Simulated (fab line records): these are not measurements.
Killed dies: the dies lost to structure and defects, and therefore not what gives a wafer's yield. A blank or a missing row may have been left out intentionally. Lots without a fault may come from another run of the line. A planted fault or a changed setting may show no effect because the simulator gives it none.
fab line records	flow nandHarc	part 1 of 2: steps 1 to 4 of 6
record: lots: 24	wafers: 72	lastDay: 33
route steps=1302 shown A_CHANNEL_FILL_D1@509 A_ONON_D2@557 A_CHANNEL_HOLE_D2@582
lots that met no fault: from a run of the same line without faults
startH: hours from the record's first day to the start of the lot's first wafer shown	waitH: hours elapsed since this lot's preceding step	" as in the row above	L1.1+2: several wafers, shown together as one row	- no value present, or no start provided	* or withheld: withheld	< > ~ a bound
route shown NAME@n: names a module that has steps shown in the file, with the first one's number in the route	usual: mean/standard deviation taken from wafers without a fault	same: alike in all rows	chamber/n: place in a boat	sites: each site's reading	_std_site: standard deviation across them	_edge_site: the outer-site mean with the inner-site mean subtracted	radiusMm: how far each site lies from the wafer's centre	mask NAME#n: copy n	behind: the last tool/chamber to shape the wafer	hold: cause of the lot's hold/its duration in hours/its outcome	device: the n, p or np transistor that did not switch	end of line: the route-end tests of the same wafers	a step with no rows: only its recipe	killed: count of dies lost to structure and defects at first sort (not the wafer's yield)	map: shows each die of a wafer: x if killed, . if not, _ if none is there
set.NAME: the setting as run; set.NAME@STEP: as run at that earlier step	model.NAME: the simulator's own value behind a step, which no gauge read
route steps across a sampled set of lots; one table per step, one row per wafer
services: when a tool's chamber went out of use (startH, in hours from the record's first day, below 0 if earlier), for how many hours, and the reason
== steps ==
step: NHARC_A_CHANNEL_FILL_D1_STRIP_29
recipe: timeS: 20	o2FlowSccm: 500	arFlowSccm: 0	biasW: 0	chemistry: O2
usual: drypumpMotorCurrentA: 5.59/0.27	oesProductAu: 1.008/0.0084	rfVppV: 57.6/0.86	showerheadPlenumPTorr: 3.48/0.13	throttleValvePct: 17.037/0.0086
lot.wafer	tool	chamber	startH	waitH	drypumpMotorCurrentA	oesProductAu	rfHoursCounterH	rfVppV	showerheadPlenumPTorr	throttleValvePct
L074.1	rieDiel-10	3	232.45	0.2	5.66	1.006	6.4	58.5	3.53	17.030
L074.2	"	1	"	"	5.61	1.022	6.8	59.2	3.78	17.034
L074.5	"	1	"	"	5.59	1.013	-	57.3	3.78	17.026
L075.2	rieDiel-03	1	-	-	5.48	0.993	7.0	57.1	3.48	17.049
L075.4	"	0	"	"	6.02	1.013	6.2	56.9	3.46	17.024
L075.5	"	1	"	"	5.48	1.001	-	57.0	3.48	17.031
L076.3	rieDiel-05	1	-	-	5.98	1.003	0.1	56.8	3.44	17.029
L076.4	"	2	"	"	5.85	1.008	0.8	57.9	3.34	17.050
L076.5	"	0	"	"	5.50	1.033	-	57.3	3.47	17.039
L077.3	rieDiel-03	0	-	-	6.02	1.007	8.1	57.7	3.46	17.044
L077.2	"	1	"	"	5.49	1.003	8.7	57.6	3.48	17.038
L077.5	"	3	"	"	5.79	1.012	-	57.9	3.56	17.039
L078.1	rieDiel-05	3	-	-	5.46	1.017	2.2	57.7	3.44	17.030
L078.2	"	2	"	"	5.85	1.005	2.3	58.1	3.34	17.051
L078.5	"	0	"	"	5.50	1.022	-	58.0	3.46	17.032
L079.1	rieDiel-03	2	-	-	5.13	1.008	8.1	58.8	3.32	17.016
L079.4	"	3	"	"	5.76	1.014	9.7	56.7	3.56	17.042
L079.3	"	1	"	"	5.48	1.004	9.9	57.9	3.48	17.030
L080.3	rieDiel-10	2	-	-	5.50	0.995	1.6	57.7	3.47	17.018
L080.5	"	2	"	"	5.50	0.996	-	57.4	3.47	17.043
L080.6	"	3	"	"	5.67	0.995	-	56.7	3.53	17.029
L081.3	rieDiel-10	0	-	-	5.09	1.011	2.1	56.9	3.39	17.049
L081.2	"	2	"	"	5.51	1.007	1.7	57.3	3.47	17.025
L081.1	"	3	"	"	5.66	0.996	1.8	55.6	3.53	17.041
L082.3	rieDiel-05	3	311.06	0.1	5.46	1.010	6.2	58.9	3.44	17.044
L082.5	"	3	"	"	5.46	1.012	-	57.4	3.44	17.037
L082.4	"	1	"	"	5.96	1.005	-	57.5	3.43	17.044
L083.2	rieDiel-10	3	-	-	5.65	1.008	2.8	59.2	3.53	17.034
L083.4	"	0	"	"	5.09	1.012	3.0	57.4	3.39	17.040
L083.6	"	1	"	"	5.61	1.014	-	59.7	3.78	17.034
L085.4	rieDiel-10	0	-	-	5.09	1.003	4.5	57.6	3.39	17.039
L085.6	"	1	"	"	5.60	1.019	-	58.7	3.78	17.034
L085.5	"	2	"	"	5.48	1.000	-	58.6	3.47	17.033
L084.4	rieDiel-10	0	-	-	5.10	0.999	4.5	56.7	3.39	17.035
L084.2	"	3	"	"	5.67	0.999	4.1	58.4	3.53	17.025
L084.6	"	0	"	"	5.12	1.007	-	57.7	3.39	17.040
L086.3	rieDiel-05	2	-	-	5.84	1.007	8.7	56.6	3.34	17.049
L086.4	"	3	"	"	5.45	1.017	8.8	58.7	3.44	17.032
L086.6	"	1	"	"	5.97	1.007	-	58.1	3.43	17.032
L087.2	rieDiel-10	0	-	-	5.07	1.010	5.1	57.4	3.39	17.031
L087.6	"	3	"	"	5.69	0.998	-	58.9	3.53	17.029
L087.5	"	0	"	"	5.06	1.001	-	57.0	3.39	17.030
L088.4	rieDiel-10	1	-	-	5.60	1.003	4.3	58.6	3.78	17.042
L088.1	"	2	"	"	5.51	0.996	3.7	56.2	3.47	17.030
L088.5	"	0	"	"	5.07	1.002	-	58.7	3.39	17.049
L089.3	rieDiel-05	0	377.41	0.1	5.52	1.013	9.9	56.0	3.46	17.022
L089.1	"	1	"	"	5.96	1.001	8.1	58.0	3.43	17.042
L089.6	"	0	"	"	5.50	1.012	-	57.9	3.46	17.034
L090.3	rieDiel-05	3	-	-	5.47	1.025	10.8	55.7	3.44	17.043
L090.4	"	1	"	"	5.99	1.015	8.7	56.6	3.43	17.036
L090.5	"	3	"	"	5.47	1.019	-	56.0	3.44	17.031
L092.3	rieDiel-10	1	-	-	5.61	1.010	5.3	59.3	3.78	17.048
L092.1	"	3	"	"	5.65	0.993	6.1	57.0	3.53	17.044
L092.6	"	1	"	"	5.62	0.997	-	57.4	3.78	17.041
L091.2	rieDiel-03	1	-	-	5.49	1.006	3.5	57.1	3.48	17.047
L091.3	"	2	"	"	5.13	1.010	3.6	57.5	3.32	17.021
L091.6	"	0	"	"	6.02	0.998	-	57.9	3.45	17.043
L093.4	rieDiel-05	3	-	-	5.46	0.999	0.4	57.8	3.44	17.036
L093.3	"	0	"	"	5.52	0.995	0.5	58.2	3.46	17.040
L093.5	"	1	"	"	5.98	1.010	-	57.6	3.43	17.028
L094.1	rieDiel-10	3	-	-	5.65	0.992	0.2	57.4	3.53	17.036
L094.2	"	0	"	"	5.09	0.990	0.2	57.2	3.39	17.040
L094.5	"	1	"	"	5.59	1.014	-	58.1	3.78	17.034
L095.3	rieDiel-05	3	-	-	5.46	1.013	2.5	56.7	3.44	17.043
L095.2	"	1	"	"	6.00	1.021	2.2	56.4	3.43	17.036
L095.5	"	3	"	"	5.47	1.009	-	58.5	3.44	17.022
L097.3	rieDiel-05	3	466.11	0.2	5.47	1.015	4.4	58.6	3.43	17.030
L097.4	"	1	"	"	6.01	1.017	-	57.9	3.43	17.037
L097.6	"	3	"	"	5.46	1.009	-	57.5	3.43	17.032
L096.3	rieDiel-05	1	467.76	0.2	5.95	1.023	4.5	58.2	3.43	17.042
L096.6	"	1	"	"	5.95	1.020	-	56.8	3.43	17.041
L096.5	"	3	"	"	5.46	1.010	-	57.9	3.43	17.040
step: NHARC_A_ONON_D2_THK_MEAS_18
recipe: thkMeasGauge: ellipsometry
usual: thkNm: 1002/9.5
lot.wafer	tool	chamber	startH	waitH	thkNm
L075.2	filmMetro-02	-	282.31	-	1003
L075.4	"	-	"	"	1003
L075.5	"	-	"	"	1000
L074.1	filmMetro-01	-	282.34	-	1007
L074.2	"	-	"	"	1008
L074.5	"	-	"	"	1009
L076.3	filmMetro-02	-	301.62	-	1010
L076.4	"	-	"	"	1011
L076.5	"	-	"	"	1011
L077.2	filmMetro-02	-	316.59	-	980
L077.3	"	-	"	"	979
L077.5	"	-	"	"	979
L078.1	filmMetro-02	-	323.34	-	1017
L078.2	"	-	"	"	1019
L078.5	"	-	"	"	1017
L079.1	filmMetro-02	-	329.12	-	1004
L079.3	"	-	"	"	1002
L079.4	"	-	"	"	1006
L081.1	filmMetro-01	-	342.14	-	1011
L081.2	"	-	"	"	1010
L081.3	"	-	"	"	1009
L080.3	filmMetro-02	-	342.14	-	998
L080.5	"	-	"	"	998
L080.6	"	-	"	"	997
L083.2	filmMetro-02	-	361.31	-	1006
L083.4	"	-	"	"	1006
L083.6	"	-	"	"	1005
L082.3	filmMetro-01	-	361.31	-	1002
L082.4	"	-	"	"	1002
L082.5	"	-	"	"	1003
L084.2	filmMetro-01	-	383.48	-	1017
L084.4	"	-	"	"	1015
L084.6	"	-	"	"	1015
L085.4	filmMetro-01	-	383.49	-	995
L085.5	"	-	"	"	993
L085.6	"	-	"	"	995
L086.3	filmMetro-02	-	397.78	-	986
L086.4	"	-	"	"	987
L086.6	"	-	"	"	989
L087.2	filmMetro-02	-	423.11	-	1002
L087.5	"	-	"	"	1002
L087.6	"	-	"	"	1002
L088.1	filmMetro-02	-	429.58	-	1004
L088.4	"	-	"	"	1005
L088.5	"	-	"	"	1003
L089.1	filmMetro-02	-	429.61	-	997
L089.3	"	-	"	"	997
L089.6	"	-	"	"	996
L090.3	filmMetro-02	-	446.95	-	1009
L090.4	"	-	"	"	1010
L090.5	"	-	"	"	1010
L091.2	filmMetro-02	-	452.55	-	994
L091.3	"	-	"	"	996
L091.6	"	-	"	"	992
L092.1	filmMetro-01	-	452.58	-	995
L092.3	"	-	"	"	996
L092.6	"	-	"	"	994
L093.3	filmMetro-01	-	474.42	-	1006
L093.4	"	-	"	"	1002
L093.5	"	-	"	"	1003
L094.1	filmMetro-01	-	487.87	-	996
L094.2	"	-	"	"	994
L094.5	"	-	"	"	996
L095.2	filmMetro-02	-	497.29	-	1005
L095.3	"	-	"	"	1004
L095.5	"	-	"	"	1007
L096.3	filmMetro-02	-	521.21	-	1020
L096.5	"	-	"	"	1021
L096.6	"	-	"	"	1019
L097.3	filmMetro-01	-	521.21	-	989
L097.4	"	-	"	"	987
L097.6	"	-	"	"	989
step: NHARC_A_CHANNEL_HOLE_D2_CD_MEAS_10
recipe: targetCdNm: 100	landingEnergyEv: 500
usual: cdNm: 100.2/0.56
lot.wafer	tool	chamber	startH	waitH	cdNm
L075.2	cdSem-02	0	288.13	-	100.9
L075.4	"	0	"	"	101.0
L075.5	"	0	"	"	100.3
L074.1	cdSem-01	0	288.39	-	100.6
L074.2	"	0	"	"	101.0
L074.5	"	0	"	"	100.3
L076.3	cdSem-03	0	307.32	-	101.3
L076.4	"	0	"	"	100.7
L076.5	"	0	"	"	100.5
L077.2	cdSem-03	0	321.98	-	100.2
L077.3	"	0	"	"	99.8
L077.5	"	0	"	"	100.3
L078.1	cdSem-01	0	330.32	-	99.4
L078.2	"	0	"	"	100.5
L078.5	"	0	"	"	100.6
L079.1	cdSem-01	0	334.55	-	101.2
L079.3	"	0	"	"	100.1
L079.4	"	0	"	"	100.5
L081.1	cdSem-01	0	347.67	-	99.3
L081.2	"	0	"	"	98.7
L081.3	"	0	"	"	98.9
L080.3	cdSem-03	0	347.83	-	100.6
L080.5	"	0	"	"	100.9
L080.6	"	0	"	"	100.6
L083.2	cdSem-03	0	370.13	-	99.7
L083.4	"	0	"	"	99.8
L083.6	"	0	"	"	99.7
L082.3	cdSem-01	0	370.29	-	99.6
L082.4	"	0	"	"	100.2
L082.5	"	0	"	"	99.6
L084.2	cdSem-02	0	392.13	-	99.9
L084.4	"	0	"	"	100.4
L084.6	"	0	"	"	100.0
L085.4	cdSem-02	0	393.49	-	99.5
L085.5	"	0	"	"	99.7
L085.6	"	0	"	"	99.8
L086.3	cdSem-01	0	406.51	-	99.7
L086.4	"	0	"	"	99.7
L086.6	"	0	"	"	99.7
L087.2	cdSem-01	0	428.61	-	99.6
L087.5	"	0	"	"	100.4
L087.6	"	0	"	"	100.4
L088.1	cdSem-01	0	438.92	-	99.6
L088.4	"	0	"	"	99.1
L088.5	"	0	"	"	99.6
L089.1	cdSem-03	0	440.81	-	100.1
L089.3	"	0	"	"	100.4
L089.6	"	0	"	"	100.9
L090.3	cdSem-03	0	453.73	-	100.5
L090.4	"	0	"	"	99.9
L090.5	"	0	"	"	99.1
L091.2	cdSem-01	0	458.91	-	99.8
L091.3	"	0	"	"	99.3
L091.6	"	0	"	"	99.3
L092.1	cdSem-03	0	460.49	-	100.5
L092.3	"	0	"	"	100.5
L092.6	"	0	"	"	100.8
L093.3	cdSem-01	0	479.92	-	101.1
L093.4	"	0	"	"	101.1
L093.5	"	0	"	"	100.8
L094.1	cdSem-01	0	495.12	-	101.0
L094.2	"	0	"	"	100.5
L094.5	"	0	"	"	99.9
L095.2	cdSem-01	0	504.04	-	100.3
L095.3	"	0	"	"	100.0
L095.5	"	0	"	"	100.2
L097.3	cdSem-01	0	528.19	-	100.9
L097.4	"	0	"	"	100.6
L097.6	"	0	"	"	100.6
L096.3	cdSem-01	0	528.69	-	100.7
L096.5	"	0	"	"	99.9
L096.6	"	0	"	"	100.3
step: NHARC_A_CHANNEL_HOLE_D2_ETCH_16
recipe: targetDepthA: 31000	overEtchFrac: 0.3	timeS: 806	ionEnergyEv: 150	o2FlowSccm: 400	cosFlowSccm: 20	arFlowSccm: 0	rfW: 500	biasW: 300	chemistry: O2/COS
usual: drypumpMotorCurrentA: 5.9/0.55	oesProductAu: 1.002/0.012	rfVppV: 313.9/1.8	showerheadPlenumPTorr: 3.11/0.11	throttleValvePct: 28.330/0.0089
lot.wafer	tool	chamber	startH	waitH	drypumpMotorCurrentA	oesProductAu	rfHoursCounterH	rfVppV	showerheadPlenumPTorr	throttleValvePct
L075.2	rieDiel-12	1	-	-	4.9	1.013	2	314.6	3.16	28.339
L075.4	"	2	"	"	6.2	0.998	1	314.0	3.09	28.342
L075.5	"	1	"	"	4.9	1.022	-	313.1	3.16	28.323
L074.2	rieDiel-09	0	-	-	6.6	0.980	9	312.3	2.95	28.312
L074.1	"	2	"	"	5.8	0.986	9	316.1	3.30	28.334
L074.5	"	3	"	"	6.1	0.992	-	311.3	3.03	28.338
L076.3	rieDiel-09	0	-	-	6.6	0.996	10	311.7	2.95	28.337
L076.4	"	1	"	"	4.9	1.011	11	315.9	3.25	28.331
L076.5	"	1	"	"	4.9	1.011	-	316.0	3.25	28.341
L077.3	rieDiel-12	3	-	-	6.2	1.002	2	311.7	3.00	28.313
L077.2	"	2	"	"	6.2	0.992	3	315.1	3.09	28.341
L077.5	"	3	"	"	6.3	0.998	-	311.9	2.99	28.311
L078.2	rieDiel-09	3	-	-	6.1	0.999	0	312.4	3.02	28.337
L078.1	"	0	"	"	6.6	0.994	0	310.2	2.95	28.323
L078.5	"	0	"	"	6.6	0.995	-	312.3	2.95	28.321
L079.4	rieDiel-12	2	-	-	6.2	0.990	4	313.5	3.08	28.325
L079.1	"	3	"	"	6.2	0.988	3	312.6	2.99	28.331
L079.3	"	0	"	"	5.7	1.010	3	316.2	3.23	28.343
L081.1	rieDiel-09	3	-	-	6.1	0.993	1	311.9	3.02	28.338
L081.3	"	0	"	"	6.6	0.999	1	310.6	2.95	28.333
L081.2	"	2	"	"	5.8	1.001	1	315.0	3.30	28.331
L080.3	rieDiel-01	2	-	-	5.9	1.018	7	315.3	3.16	28.343
L080.5	"	1	"	"	5.5	1.025	-	311.0	2.93	28.325
L080.6	"	2	"	"	5.9	1.017	-	313.8	3.16	28.320
L083.2	rieDiel-12	0	-	-	5.7	1.016	5	315.2	3.23	28.308
L083.4	"	2	"	"	6.2	0.990	5	314.3	3.08	28.333
L083.6	"	0	"	"	5.7	1.019	-	316.6	3.23	28.344
L082.4	rieDiel-01	2	-	-	5.9	0.997	8	314.0	3.16	28.318
L082.3	"	3	"	"	6.4	0.979	8	314.9	3.07	28.312
L082.5	"	1	"	"	5.5	1.005	-	311.5	2.93	28.326
L084.4	rieDiel-09	1	-	-	4.9	1.020	4	315.3	3.25	28.331
L084.2	"	0	"	"	6.5	0.987	4	312.1	2.95	28.325
L084.6	"	2	"	"	5.8	0.997	-	317.0	3.30	28.327
L085.4	rieDiel-12	3	-	-	6.2	0.991	6	312.6	2.99	28.325
L085.5	"	0	"	"	5.7	1.007	-	315.8	3.23	28.333
L085.6	"	1	"	"	4.9	1.006	-	314.4	3.16	28.324
L086.3	rieDiel-01	0	-	-	6.6	0.993	1	314.4	3.11	28.329
L086.4	"	1	"	"	5.4	1.004	1	310.8	2.93	28.336
L086.6	"	0	"	"	6.7	0.993	-	313.0	3.11	28.331
L087.2	rieDiel-09	1	-	-	5.0	1.008	6	316.9	3.25	28.325
L087.6	"	2	"	"	5.8	0.982	-	316.8	3.30	28.325
L087.5	"	3	"	"	6.1	0.984	-	311.9	3.02	28.331
L088.1	rieDiel-12	0	-	-	5.7	1.022	9	316.3	3.22	28.329
L088.4	"	1	"	"	4.9	1.004	8	315.8	3.16	28.333
L088.5	"	3	"	"	6.3	0.999	-	313.0	2.99	28.321
L089.3	rieDiel-12	3	-	-	6.2	0.990	9	312.6	2.99	28.332
L089.1	"	1	"	"	4.9	1.018	9	314.4	3.16	28.348
L089.6	"	0	"	"	5.7	1.018	-	314.0	3.22	28.328
L090.3	rieDiel-09	2	-	-	5.9	0.998	7	318.1	3.29	28.334
L090.4	"	0	"	"	6.6	0.995	7	311.8	2.95	28.315
L090.5	"	3	"	"	6.1	0.994	-	313.9	3.02	28.323
L091.3	rieDiel-01	1	-	-	5.4	1.004	4	312.0	2.93	28.323
L091.2	"	2	"	"	5.9	0.999	3	315.0	3.16	28.327
L091.6	"	2	"	"	5.9	1.004	-	314.2	3.16	28.305
L092.1	rieDiel-12	3	-	-	6.2	1.002	0	313.2	2.99	28.331
L092.3	"	0	"	"	5.7	1.019	0	317.3	3.22	28.335
L092.6	"	2	"	"	6.2	1.009	-	314.5	3.08	28.340
L093.3	rieDiel-12	1	-	-	4.9	1.002	2	314.8	3.16	28.325
L093.4	"	0	"	"	5.7	1.006	1	316.1	3.22	28.345
L093.5	"	1	"	"	4.9	1.009	-	313.7	3.16	28.328
L094.1	rieDiel-12	0	-	-	5.8	1.012	2	316.6	3.22	28.331
L094.2	"	1	"	"	4.9	0.994	3	314.4	3.15	28.329
L094.5	"	2	"	"	6.2	1.000	-	314.7	3.08	28.340
L095.3	rieDiel-01	2	-	-	5.9	0.989	7	315.2	3.16	28.333
L095.2	"	3	"	"	6.5	1.002	6	313.8	3.07	28.329
L095.5	"	0	"	"	6.7	0.975	-	314.7	3.11	28.322
L097.3	rieDiel-12	2	-	-	6.2	1.007	5	313.2	3.08	28.327
L097.4	"	3	"	"	6.3	1.006	4	313.0	2.99	28.338
L097.6	"	0	"	"	5.7	1.004	-	316.8	3.22	28.337
L096.3	rieDiel-01	1	-	-	5.4	1.002	10	311.0	2.93	28.337
L096.5	"	2	"	"	5.9	0.989	-	315.6	3.16	28.338
L096.6	"	3	"	"	6.5	1.008	-	312.7	3.07	28.338
